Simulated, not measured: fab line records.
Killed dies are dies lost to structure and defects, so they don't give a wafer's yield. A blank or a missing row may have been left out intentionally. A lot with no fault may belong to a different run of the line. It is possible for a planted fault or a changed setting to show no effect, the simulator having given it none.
Chamber matching | flow n5 finfet | N5_BEOL_M6_STRIP_67 on rie diel-05: 4 sister chambers
The step strips in CF4. 14 wafers are shown with their chamber, then 7 later ones without.

## WAFERS, EACH WITH ITS CHAMBER
wafer  | chamber | drypump motor current A (A) | showerhead plenum p Torr (Torr) | throttle valve pct (%)
L075.1 | 3       | 5.0                         | 1.86                            | 13.85
L075.2 | 1       | 5.6                         | 1.74                            | 13.31
L075.5 | 0       | 4.8                         | 1.74                            | 13.91
L082.1 | 3       | 5.0                         | 1.85                            | 13.87
L082.2 | 2       | 5.7                         | 1.66                            | 13.98
L082.3 | 1       | 5.6                         | 1.73                            | 13.31
L082.4 | 0       | 4.9                         | 1.73                            | 13.94
L082.5 | 0       | 4.9                         | 1.73                            | 13.96
L082.6 | 3       | 5.0                         | 1.85                            | 13.86
L088.2 | 0       | 4.9                         | 1.73                            | 13.97
L088.5 | 2       | 5.7                         | 1.65                            | 13.99
L088.6 | 1       | 5.6                         | 1.73                            | 13.36
L090.1 | 2       | 5.7                         | 1.65                            | 14.03
L090.3 | 3       | 5.0                         | 1.85                            | 13.32

SIGNATURES (averages over the wafers above)
reading                  | chamber 0 | chamber 1 | chamber 2 | chamber 3 | scatter within a chamber
drypump motor current A  | 4.875     | 5.600     | 5.700     | 5.000     | 0.0274
showerhead plenum p Torr | 1.7325    | 1.7333    | 1.6533    | 1.8525    | 0.00532
throttle valve pct       | 13.9450   | 13.3267   | 14.0000   | 13.7250   | 0.15
Rule: for a wafer and a chamber, the distance is found by dividing, reading by reading, the gap between the wafer's reading and the chamber's mean by the reading's scatter, squaring, summing and taking the root. The wafer belongs to the nearest chamber; if the next one is less than 2 further off, it can't be placed. The scatter: the root of (the sum of the squares of (reading less its chamber's mean) over the shown wafers, divided by (wafers less chambers)).

## WAFERS MISSING THEIR CHAMBER
wafer  | drypump motor current A (A) | showerhead plenum p Torr (Torr) | throttle valve pct (%)
L090.5 | 5.6                         | 1.73                            | 13.39
L092.2 | 4.9                         | 1.73                            | 14.00
L092.4 | 4.9                         | 1.73                            | 14.00
L092.6 | 5.6                         | 1.73                            | 13.39
L096.2 | 4.8                         | 1.73                            | 14.02
L096.4 | 5.5                         | 1.72                            | 13.45
L096.6 | 5.6                         | 1.72                            | 13.42

## CHAMBER TAKEN BY EACH
wafer  | from the rows above | in truth
L090.5 | 1                   | 1
L092.2 | 0                   | 0
L092.4 | 0                   | 0
L092.6 | 1                   | 1
L096.2 | 0                   | 0
L096.4 | 1                   | 1
L096.6 | 1                   | 1
Correctly placed: 7 of 7. Left unplaced by these rows: 0. 0 placed wrongly.
